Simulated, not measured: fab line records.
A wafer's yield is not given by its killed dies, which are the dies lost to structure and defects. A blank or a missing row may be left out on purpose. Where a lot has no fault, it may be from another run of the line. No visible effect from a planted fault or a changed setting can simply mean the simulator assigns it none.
Matching of chambers + flow n5_finfet + rie_diel-06 running N5_BEOL_M7_ETCH_62: 4 sister chambers
The step etches SOC in N2/H2, target depth 110 nm, overetch 22 nm, time 165 s. 16 wafers are shown with their chamber, then 8 later ones without.

## WAFERS WITH THEIR CHAMBER
| wafer  | chamber | drypump_motor_current_A (A) | throttle_valve_pct (%) | showerhead_plenum_p_Torr (Torr) |
|--------|---------|-----------------------------|------------------------|---------------------------------|
| L074.2 | 3       | 4.7                         | 17.77                  | 2.55                            |
| L074.3 | 2       | 4.7                         | 18.21                  | 2.51                            |
| L074.4 | 1       | 5.4                         | 17.45                  | 2.64                            |
| L076.2 | 3       | 4.7                         | 17.76                  | 2.55                            |
| L076.3 | 2       | 4.7                         | 18.19                  | 2.51                            |
| L076.6 | 3       | 4.8                         | 17.77                  | 2.55                            |
| L083.1 | 0       | 6.3                         | 18.40                  | 2.42                            |
| L083.4 | 3       | 4.8                         | 17.78                  | 2.55                            |
| L083.5 | 2       | 4.7                         | 18.23                  | 2.50                            |
| L086.2 | 2       | 4.8                         | 18.21                  | 2.50                            |
| L086.3 | 3       | 4.8                         | 17.79                  | 2.54                            |
| L086.6 | 1       | 5.4                         | 17.49                  | 2.64                            |
| L087.3 | 3       | 4.8                         | 17.79                  | 2.54                            |
| L087.5 | 1       | 5.4                         | 17.50                  | 2.63                            |
| L087.6 | 3       | 4.8                         | 17.80                  | 2.54                            |
| L090.1 | 3       | 4.8                         | 17.81                  | 2.54                            |

SIGNATURES (means of the wafers above)
| reading                  | chamber 0 | chamber 1 | chamber 2 | chamber 3 | scatter within a chamber |
|--------------------------|-----------|-----------|-----------|-----------|--------------------------|
| drypump_motor_current_A  | 6.300     | 5.400     | 4.725     | 4.775     | 0.0433                   |
| throttle_valve_pct       | 18.4000   | 17.4800   | 18.2100   | 17.7838   | 0.0187                   |
| showerhead_plenum_p_Torr | 2.4200    | 2.6367    | 2.5050    | 2.5450    | 0.00553                  |
Rule: a wafer lies at a distance from a chamber equal to the root of the sum of squares, over the readings, of (its reading less the chamber's mean, divided by the reading's scatter). If the next closest chamber is less than 2 further off than the closest, the wafer can't be placed; otherwise it belongs to the closest. How the scatter is found: for the shown wafers, subtract from each reading the mean of its chamber, square and add these, divide the total by (wafers less chambers), then take the root.

## WAFERS WITH NO CHAMBER GIVEN
| wafer  | drypump_motor_current_A (A) | throttle_valve_pct (%) | showerhead_plenum_p_Torr (Torr) |
|--------|-----------------------------|------------------------|---------------------------------|
| L090.3 | 5.4                         | 17.51                  | 2.63                            |
| L090.5 | 6.3                         | 18.44                  | 2.41                            |
| L093.2 | 5.4                         | 17.52                  | 2.63                            |
| L093.3 | 5.4                         | 17.50                  | 2.63                            |
| L093.4 | 4.7                         | 17.72                  | 2.50                            |
| L096.4 | 4.8                         | 17.75                  | 2.50                            |
| L096.5 | 4.7                         | 17.81                  | 2.54                            |
| L096.6 | 6.2                         | 17.99                  | 2.73                            |

## WHICH CHAMBER EACH ONE RAN IN
| wafer  | from the rows above | in truth                   |
|--------|---------------------|----------------------------|
| L090.3 | 1                   | 1                          |
| L090.5 | 0                   | 0                          |
| L093.2 | 1                   | 1                          |
| L093.3 | 1                   | 1                          |
| L093.4 | 3                   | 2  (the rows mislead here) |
| L096.4 | 3                   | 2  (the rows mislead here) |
| L096.5 | 3                   | 3                          |
| L096.6 | 1                   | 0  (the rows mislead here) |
Placed correctly: 5 of 8. Can't be placed from these rows: 0. Placed wrongly: 3.
